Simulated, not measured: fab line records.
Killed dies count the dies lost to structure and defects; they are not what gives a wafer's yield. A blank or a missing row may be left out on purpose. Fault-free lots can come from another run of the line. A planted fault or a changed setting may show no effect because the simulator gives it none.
fab line records | flow nand_harc
record: lots: 6 wafers: 16 last_day: 32
route steps=1302 shown P_M1@297 END@1302
lots untouched by any fault: they come from a run of this same line in which no faults occurred
start_h: the number of hours between the record's first day and the start of the first shown wafer of the lot | wait_h: hours since the lot's step before | " identical to the entry in the row above | L1.1+2: one row covering several wafers at once | - value missing, or start not given | * or withheld: withheld | < > ~ a bound
route shown NAME@n: a module of which the file shows steps, and the number in the route of the first | usual: the fault-free wafers' mean and standard deviation | same: alike in all rows | chamber/n: place in a boat | sites: readings site by site | _std_site: their standard deviation | _edge_site: outer sites' mean less inner sites' | radius_mm: for every site, how far away it sits from the centre of the wafer | mask NAME#n: copy n | behind: the tool/chamber that last shaped the wafer | hold: reason for holding the lot/hours on hold/outcome of the hold | device: the n, p or np transistor that did not switch | end of line: the route-end tests of the same wafers | where a step has no rows: the recipe by itself | killed: at the first sort, the dies lost to defects and structure; wafer yield is something else | map: per-die view of a wafer (x killed, . not killed, _ where there is no die)
set.NAME: the setting as run; set.NAME@STEP: as run at that earlier step | model.NAME: the simulator's own value behind a step, which no gauge read
lots at some steps of the route; a table a step, a row a wafer
services: a tool's chamber out of use, with start hour (start_h, from the record's first day; less than 0 if before it), hours out, and reason
== steps ==
step: NHARC_P_M1_INSPECT_11
usual: raw_defect_count: 4.6/2.7
columns lot.wafer tool chamber start_h wait_h raw_defect_count
L961.2 defect_inspect-02 - 153.56 0.0 8
L961.5 " - " " 8
L962.1 defect_inspect-01 - 170.66 0.0 4
L962.2 " - " " 5
L970.3 defect_inspect-02 - 252.70 0.0 7
L970.4 " - " " 6
L970.6 " - " " 3
L974.3 defect_inspect-02 - 287.97 0.0 1
L974.4 " - " " 3
L974.6 " - " " 2
L975.1 defect_inspect-01 - 301.73 0.0 5
L975.4 " - " " 4
L975.6 " - " " 6
L977.2 defect_inspect-02 - 317.08 0.0 4
L977.5 " - " " 6
L977.6 " - " " 4
step: NHARC_P_M1_DESCUM_14
recipe: time_s: 3 o2_flow_sccm: 200 ar_flow_sccm: 0 bias_power_w: 0 chemistry: O2
step: NHARC_P_M1_ETCH_35
recipe: target_depth_a: 400 overetch_a: 120 time_s: 43.94 ion_energy_ev: 200 n2_flow_sccm: 150 h2_flow_sccm: 150 ar_flow_sccm: 0 rf_w: 400 bias_w: 150 chemistry: N2/H2
usual: drypump_motor_current_A: 6.13/0.24 mfc_ar_sccm: 0.005/0.0074 oes_product_au: 1.004/0.01 rf_vpp_V: 431.2/2.9 showerhead_plenum_p_Torr: 2.07/0.1 throttle_valve_pct: 14.171/0.0086
columns lot.wafer tool chamber start_h wait_h drypump_motor_current_A mfc_ar_sccm oes_product_au rf_hours_counter_h rf_vpp_V showerhead_plenum_p_Torr throttle_valve_pct
L961.2 rie_diel-10 3 153.72 0.1 6.20 0.008 0.998 7 434.2 2.20 14.175
L961.5 " 0 " " 6.03 0.010 1.006 - 433.3 2.15 14.169
L962.1 rie_diel-10 0 170.81 0.1 6.02 0.010 1.006 8 433.9 2.15 14.189
L962.2 " 2 " " 6.27 0 1.022 8 426.4 1.92 14.173
L970.4 rie_diel-10 1 252.84 0.1 5.95 0 0.987 0 430.5 2.06 14.157
L970.3 " 2 " " 6.29 0 1.010 0 428.1 1.92 14.161
L970.6 " 2 " " 6.31 0 1.012 - 427.2 1.92 14.178
L974.4 rie_diel-12 2 288.11 0.1 5.82 0 1.007 5 430.2 2.04 14.168
L974.3 " 3 " " 6.30 0 0.990 4 432.0 2.08 14.186
L974.6 " 3 " " 6.32 0 0.985 - 431.8 2.08 14.176
L975.1 rie_diel-10 2 301.88 0.1 6.30 0 1.020 5 428.2 1.92 14.159
L975.4 " 3 " " 6.22 0.008 0.988 5 433.5 2.19 14.171
L975.6 " 2 " " 6.31 0 1.013 - 427.6 1.92 14.176
L977.2 rie_diel-10 3 317.24 0.1 6.21 0.008 1.001 6 434.7 2.19 14.171
L977.5 " 1 " " 5.95 0 0.998 - 431.1 2.06 14.188
L977.6 " 2 " " 6.27 0 1.007 - 427.1 1.92 14.172
step: NHARC_P_M1_ETCH_15
recipe: target_depth_a: 1825 time_s: 91.2 c4f8_flow_sccm: withheld ar_flow_sccm: 400 rf_w: 600 bias_w: 300 chemistry: C4F8/Ar
usual: oes_product_au: 0.961/0.021 rf_vpp_V: 441.3/2.9
columns lot.wafer tool chamber start_h wait_h oes_product_au rf_hours_counter_h rf_vpp_V
L961.2 rie_diel-10 3 - - 0.935 7 445.2
L961.5 " 1 " " 0.925 - 441.4
L962.2 rie_diel-10 1 - - 0.961 8 442.4
L962.1 " 3 " " 0.990 8 445.6
L970.3 rie_diel-10 2 - - 0.982 0 437.2
L970.4 " 0 " " 0.973 0 443.2
L970.6 " 1 " " 0.961 - 441.8
L974.4 rie_diel-12 0 - - 0.968 4 439.9
L974.3 " 1 " " 0.986 5 441.9
L974.6 " 2 " " 0.973 - 440.8
L975.4 rie_diel-10 3 - - 0.942 5 445.4
L975.1 " 0 " " 0.981 5 443.2
L975.6 " 2 " " 0.955 - 437.8
L977.2 rie_diel-10 0 - - 1.010 7 442.8
L977.6 " 3 " " 0.967 - 443.6
L977.5 " 0 " " 0.998 - 444.0
step: NHARC_P_M1_CD_MEAS_16
usual: cd_nm: 130.2/0.91
columns lot.wafer tool chamber start_h wait_h cd_nm
L961.2 cd_sem-03 - 153.93 - 129.0
L961.5 " - " " 129.9
L962.1 cd_sem-02 - 171.02 - 130.3
L962.2 " - " " 132.2
L970.3 cd_sem-03 - 253.08 - 130.8
L970.4 " - " " 129.0
L970.6 " - " " 129.9
L974.3 cd_sem-03 - 288.33 - 129.4
L974.4 " - " " 129.4
L974.6 " - " " 130.3
L975.1 cd_sem-02 - 302.11 - 130.3
L975.4 " - " " 129.3
L975.6 " - " " 130.6
L977.2 cd_sem-01 - 317.45 - 129.5
L977.5 " - " " 130.5
L977.6 " - " " 131.1
step: NHARC_P_M1_STRIP_18
recipe: power_w: 1000 n2_flow_sccm: 150 h2_flow_sccm: 150 ar_flow_sccm: 0 bias_w: 0 chemistry: N2/H2
step: NHARC_P_M1_ETCH_28
recipe: target_depth_a: 300 over_etch_frac: 0.3 time_s: 72.99 ion_energy_ev: 150 cf4_flow_sccm: 50 n2_flow_sccm: 100 ar_flow_sccm: 150 rf_w: 300 bias_w: 100 chemistry: CF4/N2
step: NHARC_P_M1_STRIP_19
recipe: time_s: 600 temp_c: 30 chemistry: post_etch_residue_remover
step: NHARC_P_M1_DEGAS_29
recipe: temp_c: 250 time_s: 60
usual: heater_power_w: 334/39
columns lot.wafer tool chamber start_h wait_h heater_power_w
L961.2 pvd_sputter-01 - 154.65 - 393
L961.5 " - " " 335
L962.2 pvd_sputter-01 - 171.74 - 251
L962.1 " - " " 332
L970.3 pvd_sputter-01 - 253.80 - 374
L970.4 " - " " 262
L970.6 " - " " 329
L974.3 pvd_sputter-01 - 289.06 - 293
L974.4 " - " " 334
L974.6 " - " " 262
L975.1 pvd_sputter-03 - 302.83 - 316
L975.4 " - " " 384
L975.6 " - " " 323
L977.2 pvd_sputter-03 - 318.19 - 415
L977.6 " - " " 311
L977.5 " - " " 421
step: NHARC_P_M1_PRE_CLEAN_30
recipe: time_s: 30 temp_c: 280 gas: H2/He
step: NHARC_P_M1_PVD_20
recipe: target_thk_a: 50 bias_v: 168.6 power_w: 15000 chamber_pressure_pa: 0.12 time_s: 8.06 substrate_temp_c: 50 material: TaN
usual: throttle_valve_pct: 30.5/0.97
columns lot.wafer tool chamber start_h wait_h throttle_valve_pct
L961.2 pvd_sputter-01 - - - 30.0
L961.5 " - " " 30.0
L962.2 pvd_sputter-01 - - - 30.1
L962.1 " - " " 31.0
L970.4 pvd_sputter-01 - - - 31.2
L970.3 " - " " 30.3
L970.6 " - " " 30.2
L974.4 pvd_sputter-01 - - - 30.3
L974.3 " - " " 31.1
L974.6 " - " " 30.6
L975.4 pvd_sputter-03 - - - 30.0
L975.1 " - " " 29.5
L975.6 " - " " 30.2
L977.2 pvd_sputter-03 - - - 29.8
L977.6 " - " " 29.7
L977.5 " - " " 29.8
step: NHARC_P_M1_PVD_21
recipe: target_thk_a: 300 chamber_pressure_pa: 5 power_w: 5000 substrate_temp_c: 30 time_s: 20.49 material: Cu
usual: throttle_valve_pct: 30.5/1
columns lot.wafer tool chamber start_h wait_h throttle_valve_pct
L961.2 pvd_sputter-01 - - - 30.8
L961.5 " - " " 30.1
L962.2 pvd_sputter-01 - - - 30.9
L962.1 " - " " 30.2
L970.3 pvd_sputter-01 - - - 30.1
L970.4 " - " " 30.7
L970.6 " - " " 30.7
L974.4 pvd_sputter-01 - - - 30.6
L974.3 " - " " 30.6
L974.6 " - " " 30.6
L975.4 pvd_sputter-03 - - - 29.7
L975.1 " - " " 29.9
L975.6 " - " " 29.7
L977.2 pvd_sputter-03 - - - 30.0
L977.6 " - " " 30.2
L977.5 " - " " 29.7
step: NHARC_P_M1_ECD_22
recipe: target_thk_a: 4000 bath_temp_c: 25 material: Cu
columns lot.wafer tool chamber start_h wait_h
L961.2+5 ecd_cu-02 0,1 155.04 -
L962.1+2 ecd_cu-02 0,1 172.10 -
L970.3+4+6 ecd_cu-01 1,0,0 254.25 -
L974.3+4+6 ecd_cu-02 0,1,0 289.95 -
L975.1+4+6 ecd_cu-02 0,0,1 303.23 -
L977.2+6+5 ecd_cu-02 1,0,1 318.59 -
step: NHARC_P_M1_ANNEAL_31
recipe: temp_c: 225 time_s: 90
step: NHARC_P_M1_CMP_23
recipe: t_overpolish_s: 20 target_thk_nm: 157.82
usual: motor_current_A: 11.9/0.96 time_to_endpoint_s: 28.6/2.7
columns lot.wafer tool chamber start_h wait_h motor_current_A time_to_endpoint_s
L961.2 cmp-03 0 155.71 - 11.0 17.3
L961.5 " 1 " " 11.1 28.6
L962.1 cmp-01 2 172.85 - 10.2 17.8
L962.2 " 0 " " 12.0 18.0
L970.4 cmp-01 2 254.87 - 10.3 29.0
L970.3 " 1 " " 12.1 28.6
L970.6 " 2 " " 10.3 28.6
L974.3 cmp-03 1 290.60 - 11.9 31.1
L974.4 " 2 " " 11.9 26.0
L974.6 " 0 " " 11.4 27.6
L975.1 cmp-01 2 303.91 - 10.3 30.3
L975.4 " 3 " " 11.4 26.5
L975.6 " 3 " " 11.8 28.3
L977.2 cmp-04 0 319.35 - 12.9 34.9
L977.6 " 1 " " 13.2 29.7
L977.5 " 2 " " 14.2 29.7
step: NHARC_P_M1_THK_MEAS_24
recipe: thk_meas_gauge: xrf
usual: thk_nm: 157.9/1.4
columns lot.wafer tool chamber start_h wait_h thk_nm
L961.2 film_metro-01 - 156.03 - 156.1
L961.5 " - " " 157.9
L962.1 film_metro-01 - 173.13 - 156.9
L962.2 " - " " 158.1
L970.3 film_metro-02 - 255.19 - 156.8
L970.4 " - " " 158.1
L970.6 " - " " 157.7
L974.3 film_metro-01 - 290.89 - 157.6
L974.4 " - " " 157.8
L974.6 " - " " 155.0
L975.1 film_metro-01 - 304.23 - 158.1
L975.4 " - " " 158.8
L975.6 " - " " 157.4
L977.2 film_metro-02 - 319.59 - 157.8
L977.5 " - " " 157.2
L977.6 " - " " 158.5
step: NHARC_END_SORT_01
recipe: temp_c: 25
usual: defect_limited_yield: 90/3.1 killed_at_array: 61/20 killed_at_other: 0.9/1.1 killed_at_periphery: 3.7/2.5 killed_dies: 65/21 killed_open: 3.3/1.8 killed_short: 2.3/1.5
same: gross_dies: 677
columns lot.wafer tool chamber start_h wait_h defect_limited_yield[%] killed_at_array killed_at_other killed_at_periphery killed_dies killed_open killed_short
L962.1 prober-01 0 599.24 2.5 93 43 0 4 47 0 5
L970.3 prober-01 0 691.61 3.1 94 36 0 7 43 6 3
L970.4 prober-01 0 692.41 3.4 92 41 3 7 51 7 4
L970.6 prober-01 0 694.02 4.0 95 25 1 9 35 1 2
L974.3 prober-02 0 729.63 3.1 95 34 2 1 37 2 6
L974.4 prober-02 0 730.42 3.4 95 30 4 3 37 4 1
L974.6 prober-02 0 732.01 4.0 94 31 1 6 38 5 4
L975.1 prober-01 0 748.30 2.5 94 40 0 1 41 1 0
L975.4 prober-01 0 750.69 3.4 91 55 2 4 61 1 4
L975.6 prober-01 0 752.29 4.0 92 52 0 3 55 5 1
killed by level:class
L962.1 A_SLIT:chamber_film_flake=21 A_CONTACT:chamber_film_flake=6 A_CHANNEL_HOLE_D1:chamber_film_flake=5 A_CHANNEL_HOLE_D2:chamber_film_flake=5 P_GATE:chamber_film_flake=2 P_M0:geometric_particle:short=1 A_ONON_D1:geometric_particle:short=1 A_ONON_D2:geometric_particle:short=1
L970.3 A_CHANNEL_HOLE_D1:chamber_film_flake=12 A_SLIT:chamber_film_flake=5 P_GATE:chamber_film_flake=4 A_CHANNEL_FILL_D1:chamber_film_flake=4 A_STAIRCASE:chamber_film_flake=4 A_WL_FILL:geometric_particle:short=3 P_CONTACT:geometric_particle:open=1 P_M1:geometric_particle:open=1
L970.4 A_CHANNEL_HOLE_D1:chamber_film_flake=12 A_STAIRCASE:chamber_film_flake=9 A_SLIT:chamber_film_flake=4 P_GATE:chamber_film_flake=3 A_CHANNEL_FILL_D2:geometric_particle:short=2 A_M1:geometric_particle:open=2 P_M1:chamber_film_flake=2 A_CHANNEL_FILL_D1:chamber_film_flake=2
L970.6 P_M1:chamber_film_flake=7 A_CHANNEL_HOLE_D1:chamber_film_flake=7 A_STAIRCASE:chamber_film_flake=3 A_SLIT:chamber_film_flake=3 A_WL_FILL:chamber_film_flake=3 A_CONTACT:chamber_film_flake=3 A_CHANNEL_FILL_D1:geometric_particle:short=1 A_DECK1_JOINT:geometric_particle:short=1
L974.3 A_CHANNEL_HOLE_D1:chamber_film_flake=12 A_SLIT:chamber_film_flake=6 A_WL_FILL:chamber_film_flake=3 A_DECK1_JOINT:geometric_particle:short=2 A_STAIRCASE:chamber_film_flake=2 A_CONTACT:chamber_film_flake=2 THIN_TSV:chamber_film_flake=2 P_CONTACT:geometric_particle:open=1
L974.4 A_CHANNEL_HOLE_D1:chamber_film_flake=10 A_CONTACT:chamber_film_flake=9 A_STAIRCASE:chamber_film_flake=4 THIN_TSV:chamber_film_flake=4 A_ONON_D2:geometric_particle:open=2 A_SLIT:chamber_film_flake=2 P_M0:geometric_particle:short=1 P_M1:geometric_particle:open=1
L974.6 A_CHANNEL_HOLE_D1:chamber_film_flake=10 A_CONTACT:chamber_film_flake=8 A_SLIT:chamber_film_flake=5 P_M1:geometric_particle:open=2 P_M0:geometric_particle:open=1 P_M2:geometric_particle:open=1 A_DECK1_JOINT:geometric_particle:short=1 A_ONON_D2:geometric_particle:short=1
L975.1 A_SLIT:chamber_film_flake=25 A_CHANNEL_HOLE_D1:chamber_film_flake=7 A_CONTACT:chamber_film_flake=4 A_M0:geometric_particle:open=1 P_STI:chamber_film_flake=1 A_DECK1_JOINT:chamber_film_flake=1 A_CHANNEL_HOLE_D2:chamber_film_flake=1 A_M0:chamber_film_flake=1
L975.4 A_SLIT:chamber_film_flake=25 A_CHANNEL_HOLE_D1:chamber_film_flake=11 A_STAIRCASE:chamber_film_flake=5 A_CONTACT:chamber_film_flake=5 A_CHANNEL_FILL_D1:geometric_particle:short=3 P_BONDPAD:chamber_film_flake=3 A_M0:chamber_film_flake=3 THIN_TSV:chamber_film_flake=2
L975.6 A_SLIT:chamber_film_flake=27 A_CHANNEL_HOLE_D1:chamber_film_flake=8 A_STAIRCASE:chamber_film_flake=5 A_M0:chamber_film_flake=4 A_CONTACT:chamber_film_flake=3 P_M0:geometric_particle:open=1 P_BONDPAD:geometric_particle:open=1 A_CHANNEL_FILL_D2:geometric_particle:open=1
== services ==
columns tool chamber start_h hours kind
cmp-03 - 153.00 0.5 repair
cmp-03 - 166.98 4.0 pm
pvd_sputter-03 - 170.32 10.0 pm
cmp-03 - 176.82 2.5 repair
cmp-01 - 177.32 0.2 repair
pvd_sputter-03 - 181.85 3.1 repair
rie_diel-10 2 183.50 8.9 repair
cmp-01 - 185.50 4.0 pm
rie_diel-12 1 187.16 4.0 repair
rie_diel-12 2 195.04 16.3 repair
rie_diel-12 0 195.35 17.2 repair
cmp-01 - 195.78 0.4 repair
rie_diel-10 2 201.88 16.8 repair
cmp-01 - 217.69 1.0 repair
pvd_sputter-01 - 226.07 10.0 pm
rie_diel-10 - 242.74 9.0 pm
ecd_cu-02 - 246.98 8.0 pm
pvd_sputter-01 - 264.00 16.4 repair
rie_diel-12 - 268.43 9.0 pm
cmp-01 - 272.90 2.1 repair
cmp-01 - 283.50 4.0 pm
rie_diel-12 - 286.44 1.5 repair
ecd_cu-02 - 286.83 1.0 repair
rie_diel-10 3 313.12 1.3 repair
== key ==
first_sign: step: NHARC_P_M1_CMP_23 reading: time_to_endpoint_s direction: down sigmas: 4 usual: * struck: *
effect none on later readings
met_at NHARC_P_M1_ECD_22
struck_wafers L961.2,L962.1,L962.2
fault: kind: process_parameter_drift tool: ecd_cu-02 chamber: - onset_h: 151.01 steps: NHARC_P_M1_ECD_22 channel: target_thk_a offset: * shape: step end_h: 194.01 scope: struck_wafers_only acts_in: * stated: *
